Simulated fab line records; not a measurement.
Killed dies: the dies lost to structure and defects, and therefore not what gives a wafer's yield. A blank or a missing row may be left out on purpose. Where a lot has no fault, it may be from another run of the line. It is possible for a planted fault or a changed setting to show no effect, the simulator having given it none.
Lot-split experiment | flow n5-finfet | route with 1938 steps; 7 lots, 21 wafers read

ABOUT THE SPLIT
At N5_BEOL_M11_ETCH_62 (etches SOC in N2/H2, target depth 110 nm, overetch 22 nm, time 165 s), the setting time-s was moved away from the recipe's 165 s on 7 of the 21 wafers read, by -22.1% to +6.2%. All remaining wafers had this setting at the recipe value.

The split's own step is where the reading is taken.

THE READING
SiARC_of_BEOL_M11_COAT_60.thk-nm (the simulator's own value, which no gauge read), in nm, at N5_BEOL_M11_ETCH_62 (etches SOC in N2/H2, target depth 110 nm, overetch 22 nm, time 165 s). There is no usual value for it anywhere in the file. Average 23.5 nm, standard deviation 0.22 nm, over the 14 wafers here run with the recipe.

wafer  | tool, chamber at the split | time-s as run, s | against the recipe | SiARC_of_BEOL_M11_COAT_60.thk-nm, nm | against lot-mates on the recipe
L075.2 | rie-diel-05, 2             | 165              | recipe             | 23.8                                 | -
L075.3 | rie-diel-05, 0,1           | 165              | recipe             | 23.6                                 | -
L075.6 | rie-diel-05, 0,1           | 165              | recipe             | 23.6                                 | -
L083.1 | rie-diel-01, 1             | 165              | recipe             | 23.2                                 | -
L083.4 | rie-diel-01, 0             | 128.6            | -22.1%             | 25                                   | +1.7
L083.5 | rie-diel-01, 1             | 165              | recipe             | 23.4                                 | -
L087.2 | rie-diel-01, 2             | 138.9            | -15.8%             | 24.6                                 | +0.9
L087.3 | rie-diel-01, 0             | 165              | recipe             | 23.8                                 | -
L087.6 | rie-diel-01, 3             | 165              | recipe             | 23.6                                 | -
L086.3 | rie-diel-04, 3,3,0         | 146.5            | -11.2%             | 24.4                                 | no lot-mate on the recipe
L086.5 | rie-diel-04, 3,3,0         | 146.5            | -11.2%             | 24.4                                 | no lot-mate on the recipe
L086.6 | rie-diel-04, 3,3,0         | 146.5            | -11.2%             | 24.4                                 | no lot-mate on the recipe
L091.2 | rie-diel-01, 1             | 165              | recipe             | 23.4                                 | -
L091.5 | rie-diel-01, 1             | 165              | recipe             | 23.4                                 | -
L091.3 | rie-diel-01, 3             | 153.6            | -6.9%              | 24                                   | +0.6
L093.2 | rie-diel-01, 0             | 175.2            | +6.2%              | 23.4                                 | +0.0
L093.5 | rie-diel-01, 1,2           | 165              | recipe             | 23.4                                 | -
L093.6 | rie-diel-01, 1,2           | 165              | recipe             | 23.4                                 | -
L095.2 | rie-diel-04, 1             | 165              | recipe             | 23                                   | -
L095.3 | rie-diel-04, 3             | 165              | recipe             | 23.8                                 | -
L095.6 | rie-diel-04, 2             | 165              | recipe             | 23.4                                 | -
When a row names more than one chamber, that row covers several wafers, and the file does not tell which wafer ran in which chamber.

FIT RESULTS
A straight line over all 21 wafers: SiARC_of_BEOL_M11_COAT_60.thk-nm changes by -0.0693 nm for each +1% of time-s; r = -0.92; the points scatter about the line by 0.21 nm.
The same after taking each lot's own level away (the mean of its wafers on the recipe; 18 wafers): -0.0662 nm for each +1%; r = -0.92; scatter 0.2 nm.
The reading moves by 1.5 nm for the largest change in time-s, on that fit.
The span of the lots' own levels, 23.30 to 23.70 nm, comes to 1.8 times the standard deviation stated above.
Consequently the slope shifts little with the lot-to-lot level, the two slopes agreeing.
Check: for one of the wafers moved furthest among these (-22.1%), held out of the fit, the line's prediction against its lot-mates is +1.2 nm. It came out at +1.7 nm against them.

THESE WAFERS: OTHER SPLITS
Other splits were also applied to these wafers ahead of the reading. Each is held against what the fit with the lots' levels taken away leaves over:
other split on the same wafers | wafers away from the commonest value | r with SiARC_of_BEOL_M11_COAT_60.thk-nm (lot level and that fit taken away)
N5_BEOL_M7_COAT_71 spin-rpm    | 6                                    | +0.15
N5_BEOL_M7_DEP_56 time-s       | 9                                    | -0.26
N5_BEOL_M8_ILD_DEP_00 time-s   | 5                                    | -0.34
N5_BEOL_M9_COAT_05 spin-rpm    | 8                                    | -0.04
N5_BEOL_M9_ETCH_62 time-s      | 8                                    | +0.16
N5_BEOL_M11_PECVD_70 temp-c    | 11                                   | +0.07

FILE'S OWN FIT
SiARC_of_BEOL_M11_COAT_60.thk-nm changes by -0.0679 nm for each +1% of time-s, r = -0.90.
